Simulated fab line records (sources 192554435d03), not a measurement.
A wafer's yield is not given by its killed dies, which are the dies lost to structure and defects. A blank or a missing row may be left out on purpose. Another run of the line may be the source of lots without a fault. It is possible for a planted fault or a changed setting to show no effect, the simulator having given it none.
fab line records + flow n5-finfet
record
- lots=5
- wafers=13
- last-day=17
route steps=1938 shown BEOL_M5@1182 BEOL_M6@1194
lots untouched by any fault: they come from a run of this same line in which no faults occurred
start-h: hours from the record's first day to the start of the lot's first wafer shown + wait-h: hours from the lot's prior step to this one + " repeats the value in the row above + L1.1+2: a row that stands for several wafers + - no value, or no start given + * or withheld: withheld + < > ~ a bound
route shown NAME@n: names a module that has steps shown in the file, with the first one's number in the route + usual: average and standard deviation across the fault-free wafers + same: alike in all rows + chamber/n: place in a boat + sites: per-site readings + _std_site: the values' standard deviation + _edge_site: the outer-site mean with the inner-site mean subtracted + radius-mm: for every site, how far away it sits from the centre of the wafer + mask NAME#n: copy n + behind: the tool/chamber that last shaped the wafer + hold: what put the lot on hold/how long, in hours/how the hold closed + device: the n, p or np transistor that did not switch + end of line: tests of these same wafers at the route's end + a step without rows: its recipe alone + killed: at the first sort, the dies lost to defects and structure; wafer yield is something else + map: a wafer's dies, marking killed ones x, the rest . and places with no die _
set.NAME: the setting as run; set.NAME@STEP: as run at that earlier step + model.NAME: the simulator's own value behind a step, which no gauge read
lots seen at some steps along the route; tables by step, rows by wafer
services: the hour from which a tool's chamber was out of use, counted from the record's first day as start-h (under 0 if before that day), plus the number of hours and why
## steps
# step N5_BEOL_M5_ANNEAL_89
# recipe
- temp-c=400
- time-s=1800
- ambient=vacuum
# step N5_BEOL_M5_SPUTTER_90
# recipe
- material=Cu
- target-thk-a=45
- temp-c=-20
- chamber-pressure-pa=0.07
- power-w=withheld
- time-s=8.29
# step N5_BEOL_M5_ECD_50
# recipe
- material=Cu
- target-thk-a=3000
# step N5_BEOL_M5_ANNEAL_51
# recipe
- temp-c=225
- time-s=90
- ambient=N2
# step N5_BEOL_M5_CMP_52
# recipe
- stop-on=SiCOH_lowk
- t-overpolish-s=6.9
- down-force-psi=1
- platen-rpm=50
- clearing-platen-down-force-psi=1.5
- clearing-platen-rpm=50
- post-cmp-clean=cu-alkaline
- target-thk-nm=62
- clearing-platen-pad-velocity-m-s=0.99484
- pad-velocity-m-s=0.99484
# step N5_BEOL_M5_PRE_CLEAN_77
# recipe
- gas=NH3/H2
- time-s=15
- temp-c=*
- rf-power-w=300
# step N5_BEOL_M5_CO_CAP_78
# recipe
- material=Co
- target-thk-a=20
- temp-c=200
- precursor=CCTBA/H2
- pressure-torr=30
- time-s=102.1
# step N5_BEOL_M5_PRE_CLEAN_55
# recipe
- gas=NH3
- time-s=15
- temp-c=withheld
- rf-power-w=300
# step N5_BEOL_M5_DEP_56
# recipe
- material=SiCN
- target-thk-a=80
- temp-c=withheld
- precursor=3MS/NH3
- pressure-torr=3
- rf-w=202
- time-s=14
# step N5_BEOL_M6_ILD_DEP_00
# recipe
- material=SiCOH_lowk
- target-thk-a=1797.5
- temp-c=300
- precursor=DEMS/porogen
- pressure-torr=5
- rf-w=500
- time-s=33.4
# usual
- heater-power-w=306/42
- showerhead-plenum-p-Torr=5.733/0.014
- throttle-valve-pct=13.6/0.66
| lot.wafer | tool     | chamber | start-h | wait-h | heater-power-w | showerhead-plenum-p-Torr | throttle-valve-pct | model.SiCOH_lowk_of_BEOL_M6_ILD_DEP_00.thk-nm |
|-----------|----------|---------|---------|--------|----------------|--------------------------|--------------------|-----------------------------------------------|
| L213.1    | pecvd-02 | 0       | 202.65  | 0.0    | 333            | 5.751                    | 14.0               | 176.4                                         |
| L213.2    | "        | 2       | "       | "      | 205            | 5.718                    | 14.0               | 177.4                                         |
| L213.4    | "        | 2       | "       | "      | 214            | 5.723                    | 13.7               | 179.4                                         |
| L220.3    | pecvd-02 | 0       | 249.78  | 0.0    | 284            | 5.742                    | 14.2               | 153.2                                         |
| L220.6    | "        | 2       | "       | "      | 237            | 5.714                    | 14.0               | 179                                           |
| L221.1    | pecvd-02 | 0       | 254.78  | 0.0    | 320            | 5.740                    | 14.1               | 156.4                                         |
| L221.4    | "        | 0       | "       | "      | 319            | 5.754                    | 14.2               | 181                                           |
| L222.2    | pecvd-02 | 1       | 259.77  | 0.0    | 263            | 5.744                    | 14.3               | 175.4                                         |
| L222.3    | "        | 2       | "       | "      | 240            | 5.712                    | 13.9               | 151.6                                         |
| L222.5    | "        | 2       | "       | "      | 245            | 5.730                    | 13.6               | 179.6                                         |
| L230.2    | pecvd-01 | 1       | 303.68  | 0.0    | 341            | 5.721                    | 13.4               | 177.6                                         |
| L230.3    | "        | 2       | "       | "      | 333            | 5.729                    | 13.0               | 175.6                                         |
| L230.4    | "        | 0       | "       | "      | 316            | 5.717                    | 12.7               | 177.6                                         |
# step N5_BEOL_M6_CURE_74
# recipe
- temp-c=385
- time-s=240
- ambient=He/Ar
- material=SiCOH_lowk
# step N5_BEOL_M6_THK_MEAS_01
# recipe
- reads=SiCOH_lowk_of_BEOL_M6_ILD_DEP_00
# usual
- M6_ILD_THK=154.7/1.9
| lot.wafer | tool          | chamber | start-h | wait-h | M6_ILD_THK[nm] |
|-----------|---------------|---------|---------|--------|----------------|
| L213.1    | film-metro-01 | -       | 203.22  | 0.4    | 152.1          |
| L213.2    | "             | -       | "       | "      | 152.8          |
| L213.4    | "             | -       | "       | "      | 154.8          |
| L220.3    | film-metro-01 | -       | 250.36  | 0.3    | 131.8          |
| L220.6    | "             | -       | "       | "      | 154.3          |
| L221.1    | film-metro-01 | -       | 255.37  | 0.4    | 134.7          |
| L221.4    | "             | -       | "       | "      | 156.1          |
| L222.2    | film-metro-01 | -       | 260.34  | 0.4    | 151.2          |
| L222.3    | "             | -       | "       | "      | 130.6          |
| L222.5    | "             | -       | "       | "      | 155.0          |
| L230.2    | film-metro-02 | -       | 304.26  | 0.4    | 153.1          |
| L230.3    | "             | -       | "       | "      | 151.3          |
| L230.4    | "             | -       | "       | "      | 153.3          |
# step N5_BEOL_M6_PECVD_70
# recipe
- material=SiO2
- target-thk-a=200
- temp-c=400
- precursor=TEOS/O2
- pressure-torr=5.5
- rf-w=450
- teos-flow-sccm=53.8
- gas=O2
- flow-sccm=3000
- time-s=22.7
# step N5_BEOL_M6_HM_DEP_02
# recipe
- material=TiN
- target-thk-a=200
- temp-c=25
- chamber-pressure-pa=0.49996
# step N5_BEOL_M6_COAT_59
# recipe
- resist=SOC
- temp-c=250
- time-s=60
- spin-rpm=1500
- resist-thk-nm=100
# step N5_BEOL_M6_COAT_60
# recipe
- resist=SiARC
- temp-c=220
- time-s=60
- spin-rpm=1500
- resist-thk-nm=35
# step N5_BEOL_M6_COAT_05
# recipe
- resist=CAR-ArF
- spin-rpm=1500
- resist-thk-nm=90
# step N5_BEOL_M6_EBR_07
# recipe
- solvent=PGMEA
- ebr-width-mm=1.5
# step N5_BEOL_M6_SOFTBAKE_06
# recipe
- temp-c=110
- time-s=60
- resist=CAR-ArF
# step N5_BEOL_M6_EXPOSE_08
# recipe
- mask-id=M6
- na=1.35
- source-shape=dipole
- sigma-inner=0.817
- sigma-outer=0.97
- polarization=te
- dose-mj=68.25
# step N5_BEOL_M6_PEB_09
# recipe
- peb-temp-c=withheld
- peb-time-s=60
- resist=CAR-ArF
# step N5_BEOL_M6_DEVELOP_10
# recipe
- develop-time-s=30
- developer=TMAH
- resist=CAR-ArF
- rinse-liquid=diw
- dry=air-spin
- dev-temp-c=23
# step N5_BEOL_M6_DESCUM_16
# recipe
- chemistry=O2
- time-s=7.9
- source-power-w=50
- bias-power-w=20
- pressure-mtorr=20
- rf-frequency-hz=2.712e+07
- temp-c=40
- resist=CAR-ArF
- o2-flow-sccm=225
# step N5_BEOL_M6_ETCH_61
# recipe
- chemistry=CF4
- target=SiARC
- target-depth-a=455
- mask-material=CAR-ArF
- time-s=75.8
- ion-energy-ev=80
- pressure-mtorr=40
- source-w=545
- bias-w=36
- Ar_flow_sccm=100
- cf4-flow-sccm=100
- ends=cleared
# step N5_BEOL_M6_ETCH_62
# recipe
- chemistry=N2/H2
- target=SOC
- target-depth-a=1100
- overetch-a=220
- mask-material=SiARC
- temp-c=40
- time-s=165
- ion-energy-ev=200
- pressure-mtorr=30
- source-w=840
- bias-w=150
- n2-flow-sccm=200
- h2-flow-sccm=200
# step N5_BEOL_M6_STRIP_68
# recipe
- chemistry=N2/H2
- temp-c=40
- n2-flow-sccm=200
- h2-flow-sccm=200
- rf-frequency-hz=6e+07
# step N5_BEOL_M6_STRIP_67
# recipe
- chemistry=CF4
- resist=SiARC
- power-w=300
- bias-power-w=75
- pressure-mtorr=50
- cf4-flow-sccm=150
- rf-frequency-hz=6e+07
# step N5_BEOL_M6_HM_OPEN_17
# recipe
- chemistry=Cl2/BCl3
- target-depth-a=200
- overetch-a=60
- target=TiN
- mask-material=SOC
- ion-energy-ev=150
- pressure-mtorr=10
- icp-w=1000
- bias-w=126
- Cl2_flow_sccm=53.25
- bcl3-flow-sccm=21.75
- Ar_flow_sccm=25
# step N5_BEOL_M6_STRIP_19
# recipe
- chemistry=O2
- power-w=400
- temp-c=40
- pressure-mtorr=30
- rf-frequency-hz=6e+07
- bias-power-w=0
- overash-fraction=0.2
- o2-flow-sccm=225
# step N5_BEOL_M6_COAT_63
# recipe
- resist=SOC
- temp-c=250
- time-s=60
- spin-rpm=1500
- resist-thk-nm=60
# step N5_BEOL_M6_COAT_64
# recipe
- resist=SiARC
- temp-c=220
- time-s=60
- spin-rpm=1500
- resist-thk-nm=12
# step N5_BEOL_M6_COAT_71
# recipe
- resist=underlayer
- temp-c=205
- time-s=60
- spin-rpm=1500
- resist-thk-nm=5
# step N5_BEOL_M6_COAT_22
# recipe
- resist=CAR-EUV
- spin-rpm=1500
- resist-thk-nm=30
# step N5_BEOL_M6_EBR_24
# recipe
- solvent=PGMEA
- ebr-width-mm=1.5
# step N5_BEOL_M6_SOFTBAKE_23
# recipe
- temp-c=110
- time-s=60
- resist=CAR-EUV
# step N5_BEOL_M6_CMP_52
# recipe
- stop-on=SiCOH_lowk
- t-overpolish-s=6.9
- down-force-psi=1
- platen-rpm=50
- clearing-platen-down-force-psi=1.5
- clearing-platen-rpm=50
- post-cmp-clean=cu-alkaline
- target-thk-nm=80
- clearing-platen-pad-velocity-m-s=0.99484
- pad-velocity-m-s=0.99484
# usual
- motor-current-A=6.1/0.49
- platen-rpm=50.00/0.034
| lot.wafer | tool   | chamber | start-h | wait-h | motor-current-A | platen-rpm | model.SiCOH_lowk_of_BEOL_M6_ILD_DEP_00.thk-nm |
|-----------|--------|---------|---------|--------|-----------------|------------|-----------------------------------------------|
| L213.1    | cmp-01 | 1       | 213.22  | 0.3    | 5.8             | 50.00      | 149.2                                         |
| L213.4    | "      | 2       | "       | "      | 6.4             | 49.98      | 151.6                                         |
| L213.2    | "      | 3       | "       | "      | 5.8             | 50.02      | 149.8                                         |
| L220.3    | cmp-01 | 2       | 261.59  | 0.2    | 6.2             | 49.91      | 128.8                                         |
| L220.6    | "      | 2       | "       | "      | 6.2             | 50.00      | 151.4                                         |
| L221.1    | cmp-02 | 0       | 265.74  | 0.3    | 6.2             | 50.01      | 131.8                                         |
| L221.4    | "      | 3       | "       | "      | 5.7             | 49.97      | 153                                           |
| L222.3    | cmp-04 | 3       | 269.83  | 0.2    | 5.9             | 49.99      | 127.6                                         |
| L222.2    | "      | 1       | "       | "      | 7.0             | 49.98      | 148.2                                         |
| L222.5    | "      | 3       | "       | "      | 5.9             | 50.01      | 152                                           |
| L230.3    | cmp-02 | 1       | 309.46  | 0.3    | 6.3             | 50.01      | 148.4                                         |
| L230.4    | "      | 2       | "       | "      | 6.1             | 50.08      | 150.2                                         |
| L230.2    | "      | 3       | "       | "      | 5.3             | 49.99      | 150.2                                         |
## services
| tool     | chamber | start-h | hours | kind                           |
|----------|---------|---------|-------|--------------------------------|
| cmp-01   | -       | 189.89  | 0.5   | repair                         |
| cmp-01   | -       | 193.71  | 0.6   | repair                         |
| cmp-01   | -       | 207.65  | 1.6   | repair                         |
| pecvd-01 | 2       | 208.98  | 16.5  | scheduled-down                 |
| cmp-02   | -       | 210.90  | 4.0   | pm                             |
| cmp-02   | -       | 214.90  | -     | consumable-replace:conditioner |
| cmp-02   | -       | 214.90  | -     | consumable-replace:pad         |
| cmp-02   | -       | 233.10  | 0.6   | repair                         |
| pecvd-02 | 2       | 252.11  | 3.4   | repair                         |
| pecvd-02 | -       | 257.22  | 1.5   | repair                         |
| cmp-04   | -       | 273.88  | 2.7   | repair                         |
| cmp-01   | -       | 276.31  | 4.0   | pm                             |
| cmp-01   | -       | 280.31  | -     | consumable-replace:conditioner |
| cmp-01   | -       | 280.31  | -     | consumable-replace:pad         |
## key
first-sign
- step=N5_BEOL_M6_THK_MEAS_01
- reading=M6_ILD_THK
- direction=down
- sigmas=12
- usual=154.7
- struck=132.4
effect none on later readings
model-effect
- step=N5_BEOL_M6_ILD_DEP_00
- value=SiCOH_lowk_of_BEOL_M6_ILD_DEP_00.thk-nm
- without=177.3
- struck=153.7
model-effect
- step=N5_BEOL_M6_CMP_52
- value=SiCOH_lowk_of_BEOL_M6_ILD_DEP_00.thk-nm
- without=149.9
- struck=129.4
met-at N5_BEOL_M6_ILD_DEP_00
struck-wafers L220.3,L221.1,L222.3
onset-between 202.65 249.78
fault
- kind=process-parameter-drift
- tool=pecvd-02
- chamber=-
- onset-h=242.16
- steps=N5_BEOL_M6_ILD_DEP_00
- channel=time-s
- offset=*
- shape=step
- end-h=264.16
- scope=struck-wafers-only
- acts-in=*
- stated=*
